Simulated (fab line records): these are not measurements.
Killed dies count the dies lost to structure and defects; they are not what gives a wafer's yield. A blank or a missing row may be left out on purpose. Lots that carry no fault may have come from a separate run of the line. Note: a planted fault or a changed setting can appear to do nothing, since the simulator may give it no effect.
Chamber matching | flow nand harc | NHARC_A_BLC_CMP_25 on cmp-03 has 4 sister chambers
The step polishes, t overpolish 30 s, target thk 150 nm. 4 wafers are shown with their chamber, then 8 later ones without.

## EACH WAFER AND ITS CHAMBER
wafer  | chamber | time to endpoint s (s)
L083.3 | 2       | 26.0
L091.1 | 0       | 31.6
L091.3 | 1       | 37.5
L092.1 | 3       | 30.4

## WAFERS WHOSE CHAMBER IS MISSING
wafer  | time to endpoint s (s)
L092.4 | 28.6
L092.6 | 31.7
L093.2 | 31.3
L093.4 | 36.7
L093.6 | 33.0
L096.1 | 34.8
L096.3 | 31.4
L096.6 | 35.5

## CHAMBER TAKEN BY EACH
wafer  | from the rows above          | in truth
L092.4 | can't be placed: 3 or 2 or 0 | 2
L092.6 | can't be placed: 0 or 3      | 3
L093.2 | can't be placed: 0 or 3      | 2
L093.4 | 1                            | 1
L093.6 | can't be placed: 0 or 3      | 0
L096.1 | can't be placed: 1 or 0 or 3 | 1
L096.3 | can't be placed: 0 or 3      | 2
L096.6 | can't be placed: 1 or 0      | 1
1 of 8 placed correctly. Can't be placed from these rows: 7 (the true chamber is among the candidates in 5). 0 placed wrongly.
How it was worked out, from the rows above alone: a wafer's distance from a chamber is the root of the sum, over the readings, of the square of ((its reading less the chamber's mean) divided by the reading's scatter). If the next closest chamber is less than 2 further off than the closest, the wafer can't be placed; otherwise it belongs to the closest. Each chamber's mean is taken over the wafers shown for it. The scatter: root of mean squared gap, hidden wafer to nearest shown wafer, with one shown wafer a chamber.
